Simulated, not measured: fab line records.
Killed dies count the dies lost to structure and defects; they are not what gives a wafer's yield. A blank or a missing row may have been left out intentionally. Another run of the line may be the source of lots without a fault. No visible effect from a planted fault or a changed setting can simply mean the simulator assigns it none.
Split-lot experiment -- flow n5_finfet -- 21 wafers read across 7 lots, on a route 1938 steps long

ON THE SPLIT
At N5_BEOL_M8_EXPOSE_25 (exposes mask V7, target cd 40 nm), the setting dose_mj was moved away from the recipe's 42.5 on 9 of the 21 wafers read, by -5.4% to +7.0%. This setting was run at the recipe's value on the other wafers.

FROM THE SPLIT TO THE READING: what the file shows between them, 2 steps
- N5_BEOL_M8_PEB_26: peb time 60 s
- N5_BEOL_M8_DEVELOP_27: develop time 30 s

THE READING
Shown in nm: cd_nm at N5_BEOL_M8_CD_MEAS_28, with target cd 40 nm. Typical for fault-free wafers on this fab line: 40.03 nm, with standard deviation 0.24 nm.

wafer,"tool, chamber at the split",dose_mj as run,against the recipe,"cd_nm, nm",against lot-mates on the recipe
L080.1,"euv_scanner-02, 0",41.1,-3.3%,39.50,no lot-mate on the recipe
L080.5,"euv_scanner-02, 0",41.1,-3.3%,39.27,no lot-mate on the recipe
L080.6,"euv_scanner-02, 0",41.1,-3.3%,38.60,no lot-mate on the recipe
L078.3,"euv_scanner-02, 0",42.5,recipe,40.22,-
L078.4,"euv_scanner-02, 0",42.5,recipe,39.72,-
L078.6,"euv_scanner-02, 0",42.5,recipe,40.18,-
L085.1,"euv_scanner-01, 0",42.5,recipe,40.13,-
L085.4,"euv_scanner-01, 0",42.5,recipe,40.09,-
L085.5,"euv_scanner-01, 0",42.5,recipe,40.19,-
L086.3,"euv_scanner-02, 0",42.5,recipe,40.14,-
L086.5,"euv_scanner-02, 0",40.45,-4.8%,38.74,-1.40
L086.6,"euv_scanner-02, 0",40.45,-4.8%,38.82,-1.32
L091.2,"euv_scanner-01, 0",42.5,recipe,40.25,-
L091.3,"euv_scanner-01, 0",45.46,+7.0%,41.48,+1.23
L091.5,"euv_scanner-01, 0",45.46,+7.0%,41.27,+1.02
L094.3,"euv_scanner-01, 0",42.5,recipe,40.08,-
L094.5,"euv_scanner-01, 0",42.5,recipe,39.81,-
L094.6,"euv_scanner-01, 0",42.5,recipe,40.05,-
L095.3,"euv_scanner-02, 0",42.5,recipe,39.93,-
L095.4,"euv_scanner-02, 0",40.2,-5.4%,39.06,-0.87
L095.6,"euv_scanner-02, 0",40.2,-5.4%,38.74,-1.19

THE FIT
A straight line over all 21 wafers: cd_nm changes by +0.219 nm for each +1% of dose_mj; r = +0.95; the points scatter about the line by 0.24 nm.
The same after taking each lot's own level away (the mean of its wafers on the recipe; 18 wafers): +0.195 nm for each +1%; r = +0.96; scatter 0.2 nm.
On that fit, the largest move of dose_mj shifts the reading by 1.4 nm.
Across the lots, their own levels run from 39.930 to 40.250 nm, a range of 1.3 times the standard deviation given above.
Hence the slope depends on the lot-to-lot level, as the two fits are not the same.
Check: for one of the wafers moved furthest among these (+7.0%), held out of the fit, the line's prediction against its lot-mates is +1.32 nm. It came out at +1.23 nm against them.

THESE WAFERS: OTHER SPLITS
Other splits were also applied to these wafers ahead of the reading. Each is held against what the fit with the lots' levels taken away leaves over:
other split on the same wafers,wafers away from the commonest value,r with cd_nm (lot level and that fit taken away)
N5_BEOL_M8_HM_DEP_02 target_thk_a,8,+0.12

THE WHOLE CHAIN: every reading that the file lists as answering this split, in the file's order
step,what it does,reading,change (the file's fit),r (the file's)
N5_BEOL_M8_CD_MEAS_28,target cd 40 nm,cd_nm,+0.197 nm for each +1% of the setting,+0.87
N5_BEOL_M8_DESCUM_33,"chemistry O2, time 7 s","BEOL_M8.cd_nm (the simulator's own value, which no gauge read)",+0.186 nm for each +1% of the setting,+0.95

FILE'S OWN FIT
cd_nm changes by +0.197 nm for each +1% of dose_mj, r = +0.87.
